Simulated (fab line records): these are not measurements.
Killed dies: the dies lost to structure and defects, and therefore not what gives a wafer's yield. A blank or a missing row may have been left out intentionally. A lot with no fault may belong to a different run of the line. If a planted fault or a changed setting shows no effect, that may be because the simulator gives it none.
fab line records	flow n5_finfet
record lots=6	wafers=18	last_day=17
route steps=1938 shown BEOL_M14@1725 PASSIVATION@1936
lots untouched by any fault: they come from a run of this same line in which no faults occurred
start_h: start of the lot's first displayed wafer, in hours after the record's first day	wait_h: time in hours since the lot's previous step	" repeats the value in the row above	L1.1+2: one row covering several wafers at once	- either no value or no given start	* or withheld: withheld	< > ~ a bound
route shown NAME@n: names a module that has steps shown in the file, with the first one's number in the route	usual: mean/standard deviation taken from wafers without a fault	same: alike in all rows	chamber/n: place in a boat	sites: the reading at each site	_std_site: the standard deviation of these	_edge_site: outer sites' mean less inner sites'	radius_mm: how far each site lies from the wafer's centre	mask NAME#n: copy n	behind: the last tool/chamber to shape the wafer	hold: why the lot was held/for how many hours/how that ended	device: transistor that didn't switch, given as n, p or np	end of line: the tests these same wafers got at the end of their route	for a step that has no rows: nothing shown but its recipe	killed: at the first sort, the dies lost to defects and structure; wafer yield is something else	map: per-die view of a wafer (x killed, . not killed, _ where there is no die)
set.NAME: the setting that was run; set.NAME@STEP: the one run at that earlier step	model.NAME: the simulator's own value behind a step, which no gauge read
a table for each step, a row for each wafer; lots at some steps of the route
services: when a tool's chamber went out of use (start_h, in hours from the record's first day, below 0 if earlier), for how many hours, and the reason
## steps
# step N5_BEOL_M14_HARDBAKE_14
# recipe temp_c=130	time_s=120
# step N5_BEOL_M14_CD_MEAS_10
# recipe target_cd_nm=250	landing_energy_ev=500	detector=se_inlens	polarity=opening
# usual cd_nm=250.2/1.4
lot.wafer	tool	chamber	start_h	wait_h	cd_nm
L535.1	cd_sem-03	0	289.78	-	251.9
L535.2	"	0	"	"	251.7
L535.6	"	0	"	"	252.2
L541.3	cd_sem-02	0	316.14	-	252.3
L541.4	"	0	"	"	249.8
L541.5	"	0	"	"	251.8
L546.1	cd_sem-01	0	356.78	-	252.0
L546.2	"	0	"	"	248.0
L546.6	"	0	"	"	247.7
L547.4	cd_sem-01	0	362.26	-	252.2
L547.5	"	0	"	"	248.7
L547.6	"	0	"	"	248.1
L549.1	cd_sem-02	0	373.45	-	249.3
L549.5	"	0	"	"	247.8
L549.6	"	0	"	"	249.3
L553.1	cd_sem-01	0	391.71	-	250.7
L553.3	"	0	"	"	247.8
L553.6	"	0	"	"	250.6
# step N5_BEOL_M14_OVL_MEAS_11
# recipe points_per_wafer=44
# usual V13_OVL=2/5.1
lot.wafer	tool	chamber	start_h	wait_h	V13_OVL[nm]
L535.1	overlay-01	0	289.81	0.0	5
L535.2	"	0	"	"	2
L535.6	"	0	"	"	5
L541.3	overlay-02	0	316.16	0.0	6
L541.4	"	0	"	"	10
L541.5	"	0	"	"	-6
L546.1	overlay-02	0	356.81	0.0	14
L546.2	"	0	"	"	13
L546.6	"	0	"	"	14
L547.4	overlay-02	0	362.29	0.0	-3
L547.5	"	0	"	"	-2
L547.6	"	0	"	"	0
L549.1	overlay-01	0	373.48	0.0	1
L549.5	"	0	"	"	4
L549.6	"	0	"	"	11
L553.1	overlay-02	0	391.74	0.0	-4
L553.3	"	0	"	"	5
L553.6	"	0	"	"	1
# step N5_BEOL_M14_INSPECT_12
# recipe mode=adi	inspect_instrument=macro
# usual raw_defect_count=2.1/1.5
lot.wafer	tool	chamber	start_h	wait_h	raw_defect_count
L535.1	defect_inspect-02	-	289.84	0.0	3
L535.2	"	-	"	"	6
L535.6	"	-	"	"	1
L541.3	defect_inspect-02	-	316.19	0.0	3
L541.4	"	-	"	"	1
L541.5	"	-	"	"	5
L546.1	defect_inspect-02	-	356.83	0.0	3
L546.2	"	-	"	"	1
L546.6	"	-	"	"	2
L547.4	defect_inspect-01	-	362.31	0.0	1
L547.5	"	-	"	"	2
L547.6	"	-	"	"	1
L549.1	defect_inspect-01	-	373.51	0.0	0
L549.5	"	-	"	"	2
L549.6	"	-	"	"	2
L553.1	defect_inspect-02	-	391.76	0.0	2
L553.3	"	-	"	"	1
L553.6	"	-	"	"	1
# step N5_BEOL_M14_DESCUM_15
# recipe chemistry=O2	time_s=7.9	source_power_w=50	bias_power_w=20	pressure_mtorr=20	rf_frequency_hz=2.712e+07	temp_c=40	o2_flow_sccm=225
# usual chamber_pressure_mTorr=19.999/0.018	drypump_motor_current_A=5.6/0.56	oes_product_au=0.76/0.047	rf_vpp_V=242.6/1.2	showerhead_plenum_p_Torr=2.06/0.06	throttle_valve_pct=20.50/0.22
lot.wafer	tool	chamber	start_h	wait_h	chamber_pressure_mTorr	drypump_motor_current_A	oes_product_au	rf_hours_counter_h	rf_vpp_V	showerhead_plenum_p_Torr	throttle_valve_pct
L535.1	rie_diel-06	1	289.87	0.0	19.979	4.9	0.70	202	242.4	2.01	20.79
L535.2	"	0	"	"	20.023	6.2	0.82	74	241.4	2.02	20.50
L535.6	"	1	"	"	20.017	4.9	0.71	-	241.7	2.01	20.80
L541.3	rie_diel-06	2	316.22	0.0	19.986	5.4	0.77	141	241.7	2.00	20.40
L541.4	"	1	"	"	19.980	4.8	0.70	210	242.6	2.01	20.81
L541.5	"	0	"	"	19.965	6.2	0.82	-	244.0	2.02	20.50
L546.1	rie_diel-06	1	356.87	0.0	19.994	4.8	0.69	226	240.6	2.01	20.81
L546.2	"	0	"	"	20.017	6.2	0.80	97	242.6	2.01	20.52
L546.6	"	1	"	"	20.014	4.8	0.69	-	242.3	2.01	20.83
L547.4	rie_diel-03	0	362.34	0.0	20.032	5.4	0.77	137	243.8	2.19	20.06
L547.5	"	3	"	"	19.980	6.0	0.71	-	243.0	2.07	20.22
L547.6	"	2	"	"	20.015	5.6	0.79	-	243.1	2.11	20.12
L549.1	rie_diel-03	2	373.54	0.0	19.997	5.6	0.79	98	242.6	2.11	20.12
L549.5	"	0	"	"	20.009	5.5	0.77	-	244.8	2.19	20.07
L549.6	"	3	"	"	20.030	6.0	0.71	-	243.4	2.07	20.24
L553.1	rie_diel-02	1	391.81	0.0	19.965	5.0	0.76	117	241.6	2.01	20.50
L553.3	"	3	"	"	20.027	5.4	0.71	217	244.1	2.17	20.71
L553.6	"	0	"	"	19.988	5.4	0.67	-	242.5	2.05	20.59
# step N5_BEOL_M14_ETCH_59
# recipe chemistry=N2/H2	target=BARC	target_depth_a=890	overetch_a=267	time_s=67.9	ion_energy_ev=200	pressure_mtorr=30	source_w=840	bias_w=150	n2_flow_sccm=200	h2_flow_sccm=200
# usual chamber_pressure_mTorr=30.000/0.03	drypump_motor_current_A=5.6/0.56	oes_product_au=0.65/0.039	rf_vpp_V=522.9/2.1	showerhead_plenum_p_Torr=2.50/0.072	throttle_valve_pct=17.93/0.24
lot.wafer	tool	chamber	start_h	wait_h	chamber_pressure_mTorr	drypump_motor_current_A	oes_product_au	rf_hours_counter_h	rf_vpp_V	showerhead_plenum_p_Torr	throttle_valve_pct
L535.1	rie_diel-06	1	289.91	0.0	30.000	4.8	0.62	202	521.1	2.40	17.98
L535.2	"	0	"	"	29.979	6.2	0.70	74	522.9	2.47	17.89
L535.6	"	1	"	"	29.997	4.8	0.61	-	520.3	2.40	17.97
L541.3	rie_diel-06	2	316.26	0.0	30.000	5.4	0.66	141	522.3	2.44	17.79
L541.4	"	1	"	"	30.004	4.9	0.60	210	520.5	2.40	17.98
L541.5	"	0	"	"	30.026	6.2	0.70	-	521.5	2.46	17.89
L546.1	rie_diel-06	1	356.90	0.0	30.010	4.9	0.59	226	520.1	2.39	18.01
L546.2	"	0	"	"	29.997	6.2	0.69	97	521.2	2.46	17.91
L546.6	"	1	"	"	30.007	4.8	0.60	-	519.7	2.39	18.02
L547.4	rie_diel-03	0	362.38	0.0	30.063	5.4	0.65	137	527.5	2.65	17.41
L547.5	"	3	"	"	30.015	6.0	0.60	-	522.0	2.52	17.85
L547.6	"	2	"	"	30.024	5.6	0.67	-	523.8	2.55	17.45
L549.1	rie_diel-03	2	373.58	0.0	30.005	5.6	0.67	98	522.9	2.55	17.45
L549.5	"	0	"	"	30.004	5.5	0.65	-	527.5	2.65	17.41
L549.6	"	3	"	"	30.051	6.0	0.60	-	523.9	2.52	17.86
L553.1	rie_diel-02	1	391.85	0.0	30.000	5.1	0.65	117	522.5	2.45	18.03
L553.3	"	3	"	"	29.982	5.4	0.61	217	526.6	2.62	17.97
L553.6	"	0	"	"	29.980	5.4	0.58	-	523.9	2.51	18.21
# step N5_BEOL_M14_VIA_ETCH_16
# recipe chemistry=C4F8/O2/Ar	target=SiO2	he_inner_torr=15	he_outer_torr=30	target_depth_a=12313	time_s=withheld	ion_energy_ev=800	pressure_mtorr=20	source_w=1905	bias_w=2040	Ar_flow_sccm=400	C4F8_flow_sccm=16	O2_flow_sccm=12	ends=cleared
# usual C4F8_flow_sccm=16.00/0.046	chamber_pressure_mTorr=20.002/0.019	drypump_motor_current_A=5.6/0.56	oes_product_au=0.68/0.042	rf_vpp_V=2215/38	showerhead_plenum_p_Torr=3.39/0.082	throttle_valve_pct=30.97/0.28
lot.wafer	tool	chamber	start_h	wait_h	C4F8_flow_sccm	chamber_pressure_mTorr	drypump_motor_current_A	oes_product_au	rf_vpp_V	showerhead_plenum_p_Torr	throttle_valve_pct
L535.1	rie_diel-06	1	289.96	0.0	15.98	20.009	4.8	0.64	2279	3.27	30.96
L535.2	"	0	"	"	15.95	20.002	6.3	0.74	2189	3.37	31.22
L535.6	"	1	"	"	15.91	20.035	4.9	0.65	2279	3.27	30.94
L541.3	rie_diel-06	2	316.31	0.0	16.01	20.020	5.4	0.69	2219	3.33	30.96
L541.4	"	1	"	"	16.03	19.990	4.9	0.64	2278	3.27	30.97
L541.5	"	0	"	"	16.13	20.028	6.3	0.73	2189	3.36	31.22
L546.1	rie_diel-06	1	356.95	0.0	16.09	19.976	4.9	0.62	2277	3.26	30.99
L546.2	"	0	"	"	15.97	20.031	6.3	0.71	2188	3.35	31.24
L546.6	"	1	"	"	16.04	20.015	4.8	0.62	2277	3.26	30.96
L547.4	rie_diel-03	0	362.43	0.0	16.08	20.029	5.5	0.69	2257	3.56	30.23
L547.5	"	3	"	"	16.02	20.035	6.0	0.64	2198	3.40	30.61
L547.6	"	2	"	"	16.03	20.037	5.6	0.71	2200	3.47	30.57
L549.1	rie_diel-03	2	373.63	0.0	16.03	20.016	5.6	0.70	2200	3.47	30.57
L549.5	"	0	"	"	16.02	20.012	5.5	0.69	2256	3.56	30.24
L549.6	"	3	"	"	16.03	19.996	6.0	0.64	2197	3.40	30.63
L553.1	rie_diel-02	1	391.90	0.0	15.91	19.989	5.1	0.68	2211	3.36	31.17
L553.3	"	3	"	"	16.02	19.995	5.4	0.64	2201	3.53	30.82
L553.6	"	0	"	"	16.01	19.995	5.4	0.60	2203	3.40	31.10
# step N5_BEOL_M14_STRIP_63
# recipe chemistry=O2	power_w=600	temp_c=60	pressure_mtorr=30	rf_frequency_hz=6e+07	bias_power_w=0	overash_fraction=0.3	o2_flow_sccm=225
# usual chamber_pressure_mTorr=30.00/0.053	drypump_motor_current_A=5.6/0.56	oes_product_au=0.76/0.047	rf_vpp_V=3.7/0.99	showerhead_plenum_p_Torr=2.06/0.06	throttle_valve_pct=16.75/0.21
lot.wafer	tool	chamber	start_h	wait_h	chamber_pressure_mTorr	drypump_motor_current_A	oes_product_au	rf_hours_counter_h	rf_vpp_V	showerhead_plenum_p_Torr	throttle_valve_pct
L535.1	rie_diel-06	1	-	-	30.02	4.9	0.72	202	4.5	2.02	17.04
L535.2	"	0	"	"	29.99	6.2	0.83	74	2.2	2.03	16.71
L535.6	"	1	"	"	30.05	4.8	0.72	-	2.9	2.02	17.03
L541.3	rie_diel-06	2	-	-	29.97	5.4	0.76	141	2.9	2.00	16.67
L541.4	"	1	"	"	30.02	4.8	0.70	210	3.5	2.01	17.02
L541.5	"	0	"	"	30.03	6.2	0.80	-	3.3	2.02	16.74
L546.1	rie_diel-06	1	-	-	30.01	4.8	0.68	226	4.7	2.01	17.07
L546.2	"	0	"	"	29.95	6.2	0.79	97	3.0	2.02	16.72
L546.6	"	1	"	"	30.00	4.8	0.69	-	2.3	2.01	17.08
L547.4	rie_diel-03	0	-	-	29.91	5.4	0.77	137	2.3	2.20	16.34
L547.5	"	3	"	"	29.99	6.0	0.72	-	3.6	2.07	16.50
L547.6	"	2	"	"	30.05	5.6	0.81	-	3.7	2.11	16.35
L549.1	rie_diel-03	2	-	-	30.02	5.6	0.79	98	3.2	2.11	16.40
L549.5	"	0	"	"	29.92	5.4	0.77	-	3.7	2.20	16.35
L549.6	"	3	"	"	30.02	6.0	0.70	-	4.2	2.07	16.51
L553.1	rie_diel-02	1	-	-	30.03	5.0	0.75	117	3.3	2.01	16.75
L553.3	"	3	"	"	30.04	5.4	0.71	218	3.9	2.18	16.95
L553.6	"	0	"	"	30.01	5.4	0.67	-	4.7	2.05	16.92
# step N5_BEOL_M14_STRIP_64
# recipe chemistry=O2	power_w=600	temp_c=60	pressure_mtorr=30	rf_frequency_hz=6e+07	bias_power_w=0	overash_fraction=0.3	o2_flow_sccm=225
# usual chamber_pressure_mTorr=30.001/0.026	drypump_motor_current_A=5.6/0.56	oes_product_au=0.76/0.047	rf_vpp_V=3.7/0.5	showerhead_plenum_p_Torr=2.06/0.06	throttle_valve_pct=16.74/0.2
lot.wafer	tool	chamber	start_h	wait_h	chamber_pressure_mTorr	drypump_motor_current_A	oes_product_au	rf_hours_counter_h	rf_vpp_V	showerhead_plenum_p_Torr	throttle_valve_pct
L535.1	rie_diel-06	1	-	-	29.954	4.8	0.71	202	3.2	2.02	17.01
L535.2	"	0	"	"	30.009	6.3	0.83	74	4.5	2.03	16.70
L535.6	"	1	"	"	30.013	4.8	0.71	-	4.0	2.02	17.01
L541.3	rie_diel-06	2	-	-	30.027	5.4	0.76	141	4.2	2.00	16.66
L541.4	"	1	"	"	30.016	4.9	0.69	210	3.0	2.01	17.00
L541.5	"	0	"	"	30.000	6.2	0.81	-	3.5	2.02	16.73
L546.1	rie_diel-06	1	-	-	30.009	4.8	0.69	226	3.9	2.01	17.06
L546.2	"	0	"	"	30.012	6.2	0.79	97	2.9	2.02	16.77
L546.6	"	1	"	"	29.988	4.8	0.69	-	4.0	2.01	17.04
L547.4	rie_diel-03	0	-	-	30.009	5.5	0.77	137	3.2	2.20	16.34
L547.5	"	3	"	"	30.008	6.0	0.71	-	4.5	2.07	16.50
L547.6	"	2	"	"	30.009	5.6	0.79	-	3.8	2.11	16.36
L549.1	rie_diel-03	2	-	-	29.979	5.6	0.79	98	3.3	2.11	16.38
L549.5	"	0	"	"	29.980	5.5	0.77	-	3.9	2.20	16.35
L549.6	"	3	"	"	29.997	6.0	0.71	-	3.4	2.07	16.52
L553.1	rie_diel-02	1	-	-	29.989	5.1	0.77	117	3.3	2.01	16.74
L553.3	"	3	"	"	30.015	5.4	0.71	218	3.5	2.18	16.96
L553.6	"	0	"	"	30.007	5.4	0.67	-	3.7	2.05	16.92
# step N5_BEOL_M14_STRIP_71
# recipe chemistry=post_etch_residue_remover	time_s=60	temp_c=25	remover_ph=withheld	remover_water_wt_pct=withheld	remover_fluoride_wt_pct=withheld
# step N5_BEOL_M14_SRD_72
# recipe time_s=30	temp_c=23	rinse_liquid=diw	dry=n2_spin	spin_rpm=1500	dry_time_s=30
# step N5_BEOL_M14_CD_MEAS_17
# recipe target_cd_nm=250	polarity=opening
# usual cd_nm=250.8/1.8
lot.wafer	tool	chamber	start_h	wait_h	cd_nm
L535.1	cd_sem-02	-	290.31	0.0	252.9
L535.2	"	-	"	"	253.1
L535.6	"	-	"	"	253.4
L541.3	cd_sem-02	-	316.66	0.0	251.6
L541.4	"	-	"	"	249.7
L541.5	"	-	"	"	251.5
L546.1	cd_sem-02	-	357.30	0.0	254.2
L546.2	"	-	"	"	249.8
L546.6	"	-	"	"	250.7
L547.4	cd_sem-01	-	362.78	0.0	253.4
L547.5	"	-	"	"	249.2
L547.6	"	-	"	"	247.1
L549.1	cd_sem-01	-	373.98	0.0	249.7
L549.5	"	-	"	"	250.5
L549.6	"	-	"	"	250.9
L553.1	cd_sem-03	-	392.25	0.0	251.4
L553.3	"	-	"	"	249.8
L553.6	"	-	"	"	251.5
# step N5_BEOL_M14_COAT_65
# recipe resist=SOC	temp_c=250	time_s=60	spin_rpm=1500	resist_thk_nm=450
# usual heater_power_total_W=500.5/1.8	plate_temp_C=249.99/0.14	spin_speed_rpm=1500.0/1
lot.wafer	tool	chamber	start_h	wait_h	heater_power_total_W	plate_temp_C	spin_speed_rpm
L535.1	litho_track-05	0	290.34	0.0	502.2	249.95	1500.3
L535.2	"	0	"	"	499.6	249.91	1501.5
L535.6	"	0	"	"	502.4	250.02	1500.5
L541.3	litho_track-02	0	316.69	0.0	501.9	249.88	1500.2
L541.4	"	0	"	"	501.3	250.00	1499.8
L541.5	"	0	"	"	501.7	249.78	1500.0
L546.1	litho_track-02	0	357.34	0.0	815.4	262.33	1498.9
L546.2	"	0	"	"	815.7	262.50	1499.5
L546.6	"	0	"	"	817.5	262.43	1501.3
L547.4	litho_track-02	0	362.82	0.0	817.0	262.65	1499.6
L547.5	"	0	"	"	814.7	262.36	1497.6
L547.6	"	0	"	"	817.9	262.73	1499.3
L549.1	litho_track-05	0	374.01	0.0	501.1	249.79	1500.2
L549.5	"	0	"	"	502.6	249.93	1499.9
L549.6	"	0	"	"	498.1	250.11	1500.9
L553.1	litho_track-04	0	392.28	0.0	498.2	250.01	1498.0
L553.3	"	0	"	"	497.4	249.98	1498.2
L553.6	"	0	"	"	497.4	249.97	1500.6
# step N5_BEOL_M14_COAT_66
# recipe resist=SiARC	temp_c=220	time_s=60	spin_rpm=1500	resist_thk_nm=110
# step N5_PASSIVATION_PROBE_49
# usual defect_limited_yield=91.0/1.5	killed_at_M0_to_M3=33/9.4	killed_at_M4_up=14/4.8	killed_at_contacts=13/7.3	killed_at_front_end=43/13	killed_at_other=3.6/2.9	killed_dies=106/18	killed_open=69/13	killed_short=35/8.2	sort_bin_5_function=5.3/1	sort_bin_6_memory=3.3/0.68	sort_bin_8_speed=0.01/0.027	sort_n_pass=1074/18
# same gross_dies=1180	killed_at_back_side=0	sort_bin_4_leakage[%]=0
lot.wafer	tool	chamber	start_h	wait_h	defect_limited_yield[%]	killed_at_M0_to_M3	killed_at_M4_up	killed_at_contacts	killed_at_front_end	killed_at_other	killed_dies	killed_open	killed_short	sort_bin_5_function[%]	sort_bin_6_memory[%]	sort_bin_8_speed[%]	sort_n_pass
L547.4	prober-02	-	388.53	0.2	93.1	29	10	8	31	4	82	60	20	4.8	2.1	0	1098
L547.5	prober-02	-	388.58	0.2	90.7	40	16	11	40	3	110	78	29	5.3	3.7	0	1070
L547.6	prober-02	-	388.63	0.3	91.2	34	23	6	35	6	104	69	33	5.0	3.6	0	1076
L553.1	prober-01	-	415.81	0.0	89.5	52	17	25	25	5	124	81	38	6.4	3.4	0	1056
L553.3	prober-01	-	415.91	0.1	87.4	49	18	24	55	3	149	93	54	8.1	3.9	0	1031
L553.6	prober-01	-	416.06	0.3	90.3	37	14	12	42	10	115	82	33	6.4	3.3	0	1065
# killed by level:class
L547.4 STI_FIN_REVEAL:geometric_particle:open=11 BEOL_M3:geometric_particle:open=8 MOL_CONTACT_COAG:geometric_particle:open=6 BEOL_M0_SAQP:geometric_particle:short=6 BEOL_M0_SAQP:geometric_particle:open=6 BEOL_M2:geometric_particle:open=6 FIN_SAQP:geometric_particle:open=4 GATE_CUT:geometric_particle:short=4
L547.5 MOL_CONTACT_COAG:geometric_particle:open=10 BEOL_M2:geometric_particle:open=9 BEOL_M0_SAQP:geometric_particle:short=8 BEOL_M4:geometric_particle:open=8 BEOL_M0_SAQP:geometric_particle:open=8 FIN_SAQP:geometric_particle:open=6 STI_FIN_REVEAL:geometric_particle:open=6 BEOL_M3:geometric_particle:open=6
L547.6 FIN_SAQP:geometric_particle:open=10 BEOL_M4:geometric_particle:open=10 STI_FIN_REVEAL:geometric_particle:open=8 BEOL_M0_SAQP:geometric_particle:short=8 BEOL_M3:geometric_particle:open=8 BEOL_M0_SAQP:geometric_particle:open=6 MOL_CONTACT_COAG:geometric_particle:open=5 BEOL_M2:geometric_particle:open=5
L553.1 MOL_CONTACT_COAG:geometric_particle:open=19 BEOL_M2:geometric_particle:open=14 BEOL_M3:geometric_particle:open=10 BEOL_M3:geometric_particle:short=7 FIN_SAQP:geometric_particle:open=6 MOL_CONTACT_COAG:geometric_particle:short=6 BEOL_M1:geometric_particle:open=6 BEOL_M4:geometric_particle:open=6
L553.3 FIN_SAQP:geometric_particle:short=20 STI_FIN_REVEAL:geometric_particle:open=17 MOL_CONTACT_COAG:geometric_particle:open=17 BEOL_M3:geometric_particle:open=16 BEOL_M2:geometric_particle:open=8 FIN_SAQP:geometric_particle:open=7 MOL_CONTACT_COAG:geometric_particle:short=7 BEOL_M0_SAQP:geometric_particle:short=7
L553.6 STI_FIN_REVEAL:geometric_particle:open=9 MOL_CONTACT_COAG:geometric_particle:open=9 BEOL_M2:geometric_particle:open=9 BEOL_M3:geometric_particle:open=9 FIN_SAQP:geometric_particle:open=8 BEOL_M4:geometric_particle:open=7 STARTING-WAFER:geometric_particle:open=7 FIN_SAQP:geometric_particle:short=5
## services
tool	chamber	start_h	hours	kind
rie_diel-03	3	307.60	7.1	repair
rie_diel-02	3	335.50	4.8	repair
rie_diel-06	2	362.62	4.0	repair
rie_diel-03	0	379.04	8.9	repair
## key
first_sign step=N5_BEOL_M14_COAT_65	reading=heater_power_total_W	direction=up	sigmas=99+	usual=*	struck=*
effect step=N5_BEOL_M14_COAT_65	reading=plate_temp_C	direction=up	sigmas=90	usual=*	struck=*
met_at N5_BEOL_M14_COAT_65
struck_wafers L546.1,L546.2,L546.6,L547.4,L547.5,L547.6
onset_between 316.69 357.34
fault kind=process_parameter_drift	tool=litho_track-02	chamber=-	onset_h=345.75	steps=N5_BEOL_M14_COAT_65	channel=temp_c	offset=*	shape=step	end_h=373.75	acts_in=*	stated=*
